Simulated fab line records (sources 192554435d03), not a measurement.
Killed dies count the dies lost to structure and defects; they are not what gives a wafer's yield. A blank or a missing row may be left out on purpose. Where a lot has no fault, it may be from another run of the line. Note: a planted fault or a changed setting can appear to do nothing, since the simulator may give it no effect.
Lot-split experiment / flow n5_finfet / route with 1938 steps; 7 lots, 21 wafers read

## ON THE SPLIT
At N5_BEOL_M13_ETCH_68 (etches SOC in N2/H2, time 355 s), the setting time_s was moved away from the recipe's 355 s on 7 of the 21 wafers read, by -22.2% to +20.5%. For the rest of the wafers, this setting stayed at what the recipe calls for.

The reading is taken at the split's own step.

## THE READING
SiARC_of_BEOL_M13_COAT_66.thk_nm (the simulator's own value, which no gauge read), in nm, at N5_BEOL_M13_ETCH_68 (etches SOC in N2/H2, time 355 s). No usual value for it is given in the file. Here, 14 wafers ran the recipe; their average is 77.0 nm with a standard deviation of 0.59 nm.

wafer=L075.1; tool, chamber at the split=rie_diel-02, 2; time_s as run, s=276.1; against the recipe=-22.2%; SiARC_of_BEOL_M13_COAT_66.thk_nm, nm=83.8; against lot-mates on the recipe=+6.6
wafer=L075.2; tool, chamber at the split=rie_diel-02, 1; time_s as run, s=276.1; against the recipe=-22.2%; SiARC_of_BEOL_M13_COAT_66.thk_nm, nm=84; against lot-mates on the recipe=+6.8
wafer=L075.3; tool, chamber at the split=rie_diel-02, 3; time_s as run, s=355; against the recipe=recipe; SiARC_of_BEOL_M13_COAT_66.thk_nm, nm=77.2; against lot-mates on the recipe=-
wafer=L079.1; tool, chamber at the split=rie_diel-01, 2; time_s as run, s=355; against the recipe=recipe; SiARC_of_BEOL_M13_COAT_66.thk_nm, nm=76.8; against lot-mates on the recipe=-
wafer=L079.2; tool, chamber at the split=rie_diel-01, 1; time_s as run, s=355; against the recipe=recipe; SiARC_of_BEOL_M13_COAT_66.thk_nm, nm=78; against lot-mates on the recipe=-
wafer=L079.5; tool, chamber at the split=rie_diel-01, 3; time_s as run, s=309.2; against the recipe=-12.9%; SiARC_of_BEOL_M13_COAT_66.thk_nm, nm=82.2; against lot-mates on the recipe=+4.8
wafer=L081.3; tool, chamber at the split=rie_diel-06, 0; time_s as run, s=407.9; against the recipe=+14.9%; SiARC_of_BEOL_M13_COAT_66.thk_nm, nm=71.8; against lot-mates on the recipe=-4.8
wafer=L081.5; tool, chamber at the split=rie_diel-06, 2,0; time_s as run, s=355; against the recipe=recipe; SiARC_of_BEOL_M13_COAT_66.thk_nm, nm=76.6; against lot-mates on the recipe=-
wafer=L081.6; tool, chamber at the split=rie_diel-06, 2,0; time_s as run, s=355; against the recipe=recipe; SiARC_of_BEOL_M13_COAT_66.thk_nm, nm=76.6; against lot-mates on the recipe=-
wafer=L086.2; tool, chamber at the split=rie_diel-02, 2; time_s as run, s=408.7; against the recipe=+15.1%; SiARC_of_BEOL_M13_COAT_66.thk_nm, nm=71.2; against lot-mates on the recipe=-5.0
wafer=L086.4; tool, chamber at the split=rie_diel-02, 3,2; time_s as run, s=355; against the recipe=recipe; SiARC_of_BEOL_M13_COAT_66.thk_nm, nm=76.2; against lot-mates on the recipe=-
wafer=L086.6; tool, chamber at the split=rie_diel-02, 3,2; time_s as run, s=355; against the recipe=recipe; SiARC_of_BEOL_M13_COAT_66.thk_nm, nm=76.2; against lot-mates on the recipe=-
wafer=L091.3; tool, chamber at the split=rie_diel-01, 3; time_s as run, s=355; against the recipe=recipe; SiARC_of_BEOL_M13_COAT_66.thk_nm, nm=78; against lot-mates on the recipe=-
wafer=L091.4; tool, chamber at the split=rie_diel-01, 2; time_s as run, s=427.6; against the recipe=+20.5%; SiARC_of_BEOL_M13_COAT_66.thk_nm, nm=70.6; against lot-mates on the recipe=-7.0
wafer=L091.6; tool, chamber at the split=rie_diel-01, 3; time_s as run, s=355; against the recipe=recipe; SiARC_of_BEOL_M13_COAT_66.thk_nm, nm=77.2; against lot-mates on the recipe=-
wafer=L090.4; tool, chamber at the split=rie_diel-01, 3; time_s as run, s=355; against the recipe=recipe; SiARC_of_BEOL_M13_COAT_66.thk_nm, nm=77.6; against lot-mates on the recipe=-
wafer=L090.5; tool, chamber at the split=rie_diel-01, 2; time_s as run, s=355; against the recipe=recipe; SiARC_of_BEOL_M13_COAT_66.thk_nm, nm=77; against lot-mates on the recipe=-
wafer=L090.6; tool, chamber at the split=rie_diel-01, 3; time_s as run, s=330.8; against the recipe=-6.8%; SiARC_of_BEOL_M13_COAT_66.thk_nm, nm=79.8; against lot-mates on the recipe=+2.5
wafer=L097.1; tool, chamber at the split=rie_diel-02, 2; time_s as run, s=355; against the recipe=recipe; SiARC_of_BEOL_M13_COAT_66.thk_nm, nm=76.6; against lot-mates on the recipe=-
wafer=L097.2; tool, chamber at the split=rie_diel-02, 0; time_s as run, s=355; against the recipe=recipe; SiARC_of_BEOL_M13_COAT_66.thk_nm, nm=77.2; against lot-mates on the recipe=-
wafer=L097.4; tool, chamber at the split=rie_diel-02, 3; time_s as run, s=355; against the recipe=recipe; SiARC_of_BEOL_M13_COAT_66.thk_nm, nm=76.2; against lot-mates on the recipe=-
If several chambers appear in one row, that row covers several wafers at once and the file leaves open which wafer was in which chamber.

FIT RESULTS
A straight line over all 21 wafers: SiARC_of_BEOL_M13_COAT_66.thk_nm changes by -0.333 nm for each +1% of time_s; r = -0.98; the points scatter about the line by 0.62 nm.
The same after taking each lot's own level away (the mean of its wafers on the recipe; 21 wafers): -0.322 nm for each +1%; r = -0.99; scatter 0.39 nm.
That fit puts the effect of the largest move of time_s on the reading at 7.2 nm.
Measured against the standard deviation above, the lots' own levels, which go from 76.20 to 77.60 nm, span 2.4 times it.
The two slopes are in agreement: the lot-to-lot level therefore moves the slope only a little.
Check: +7.35 nm against its lot-mates is what the line predicts for one of the wafers moved furthest among these (-22.2%) when that wafer is left out of the fit. Against them it came out at +6.6 nm.

## OTHER SPLITS APPLIED TO THESE WAFERS
These wafers also went through other splits before the reading. Each is held against what the fit with the lots' levels taken away leaves over:
other split on the same wafers=N5_BEOL_M6_ETCH_66 bias_w; wafers away from the commonest value=9; r with SiARC_of_BEOL_M13_COAT_66.thk_nm (lot level and that fit taken away)=+0.06
other split on the same wafers=N5_BEOL_M6_TRENCH_ETCH_37 bias_w; wafers away from the commonest value=8; r with SiARC_of_BEOL_M13_COAT_66.thk_nm (lot level and that fit taken away)=-0.05
other split on the same wafers=N5_BEOL_M7_EXPOSE_25 dose_mj; wafers away from the commonest value=4; r with SiARC_of_BEOL_M13_COAT_66.thk_nm (lot level and that fit taken away)=+0.02
other split on the same wafers=N5_BEOL_M8_DESCUM_33 time_s; wafers away from the commonest value=7; r with SiARC_of_BEOL_M13_COAT_66.thk_nm (lot level and that fit taken away)=+0.17
other split on the same wafers=N5_BEOL_M8_ETCH_72 h2_flow_sccm; wafers away from the commonest value=10; r with SiARC_of_BEOL_M13_COAT_66.thk_nm (lot level and that fit taken away)=-0.10
other split on the same wafers=N5_BEOL_M10_COAT_22 spin_rpm; wafers away from the commonest value=3; r with SiARC_of_BEOL_M13_COAT_66.thk_nm (lot level and that fit taken away)=-0.08
other split on the same wafers=N5_BEOL_M10_PEB_26 peb_time_s; wafers away from the commonest value=4; r with SiARC_of_BEOL_M13_COAT_66.thk_nm (lot level and that fit taken away)=+0.14
other split on the same wafers=N5_BEOL_M11_TRENCH_ETCH_37 bias_w; wafers away from the commonest value=6; r with SiARC_of_BEOL_M13_COAT_66.thk_nm (lot level and that fit taken away)=-0.12

## FILE'S OWN FIT
SiARC_of_BEOL_M13_COAT_66.thk_nm changes by -0.329 nm for each +1% of time_s, r = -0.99.
